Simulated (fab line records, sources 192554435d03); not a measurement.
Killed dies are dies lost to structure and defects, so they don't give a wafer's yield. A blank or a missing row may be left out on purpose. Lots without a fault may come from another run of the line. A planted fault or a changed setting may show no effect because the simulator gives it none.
Split-lot experiment | flow n5_finfet | 7 lots, 21 wafers read, on a route of 1938 steps

THE SPLIT
At N5_MOL_CONTACT_COAG_COAT_103 (time 60 s, resist thk 80 nm), the setting spin_rpm was moved away from the recipe's 1500 rpm on 6 of the 21 wafers read, by -10.9% to +10.9%. The other wafers ran this setting at the recipe's value.

The reading is taken at the split's own step.

THE READING
SOC_of_MOL_CONTACT_COAG_COAT_103.thk_nm (the simulator's own value, which no gauge read), in nm, at N5_MOL_CONTACT_COAG_COAT_103 (time 60 s, resist thk 80 nm). The file gives no usual value for it. The 15 wafers here that ran the recipe average 80.2 nm, standard deviation 0.17 nm.

wafer  | tool, chamber at the split | spin_rpm as run, rpm | against the recipe | SOC_of_MOL_CONTACT_COAG_COAT_103.thk_nm, nm | against lot-mates on the recipe
L078.3 | litho_track-01, 0          | 1500                 | recipe             | 80                                          | -
L078.4 | litho_track-01, 0          | 1500                 | recipe             | 80                                          | -
L078.6 | litho_track-01, 0          | 1500                 | recipe             | 80                                          | -
L080.1 | litho_track-01, 0          | 1500                 | recipe             | 80.2                                        | -
L080.6 | litho_track-01, 0          | 1500                 | recipe             | 80.2                                        | -
L080.5 | litho_track-01, 0          | 1336                 | -10.9%             | 85.2                                        | +5.0
L085.1 | litho_track-03, 0          | 1500                 | recipe             | 80.2                                        | -
L085.5 | litho_track-03, 0          | 1500                 | recipe             | 80.2                                        | -
L085.4 | litho_track-03, 0          | 1500                 | recipe             | 80.4                                        | -
L086.3 | litho_track-01, 0          | 1500                 | recipe             | 80.4                                        | -
L086.5 | litho_track-01, 0          | 1500                 | recipe             | 80.2                                        | -
L086.6 | litho_track-01, 0          | 1500                 | recipe             | 80.2                                        | -
L091.2 | litho_track-03, 0          | 1664                 | +10.9%             | 76.2                                        | -4.0
L091.3 | litho_track-03, 0          | 1500                 | recipe             | 80.2                                        | -
L091.5 | litho_track-03, 0          | 1664                 | +10.9%             | 76                                          | -4.2
L094.3 | litho_track-03, 0          | 1560                 | +4.0%              | 79.2                                        | -1.2
L094.5 | litho_track-03, 0          | 1560                 | +4.0%              | 78.6                                        | -1.8
L094.6 | litho_track-03, 0          | 1500                 | recipe             | 80.4                                        | -
L095.3 | litho_track-01, 0          | 1500                 | recipe             | 79.8                                        | -
L095.4 | litho_track-01, 0          | 1500                 | recipe             | 80                                          | -
L095.6 | litho_track-01, 0          | 1340                 | -10.7%             | 84.4                                        | +4.5

THE FIT
A straight line over all 21 wafers: SOC_of_MOL_CONTACT_COAG_COAT_103.thk_nm changes by -0.396 nm for each +1% of spin_rpm; r = -0.99; the points scatter about the line by 0.26 nm.
The same after taking each lot's own level away (the mean of its wafers on the recipe; 21 wafers): -0.406 nm for each +1%; r = -1.00; scatter 0.2 nm.
On that fit, the largest move of spin_rpm shifts the reading by 4.4 nm.
The lots' own levels span 79.90 to 80.40 nm, that is 3.0 times the standard deviation above.
So the lot-to-lot level changes the slope little: the two slopes agree.
Check: with one of the wafers moved furthest among these (-10.9%) left out of the fit, the line predicts +4.31 nm for it against its lot-mates. It came out at +5 nm against them.

OTHER SPLITS ON THESE WAFERS
These wafers also went through other splits before the reading. Each is held against what the fit with the lots' levels taken away leaves over:
other split on the same wafers     | wafers away from the commonest value | r with SOC_of_MOL_CONTACT_COAG_COAT_103.thk_nm (lot level and that fit taken away)
N5_ZERO_LAYER_PECVD_02 time_s      | 6                                    | -0.24
N5_FIN_SAQP_ALD_61 ald_cycles      | 7                                    | +0.01
N5_DUMMY_GATE_CVD_03 temp_c        | 12                                   | +0.08
N5_SD_EPI_N_PEB_07 peb_time_s      | 7                                    | -0.33
N5_SD_EPI_N_ETCH_16 target_depth_a | 6                                    | +0.14
N5_HKMG_FIN_HK_ALD_01 ald_cycles   | 10                                   | -0.22

THE FILE'S OWN FIT
SOC_of_MOL_CONTACT_COAG_COAT_103.thk_nm changes by -0.416 nm for each +1% of spin_rpm, r = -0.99.
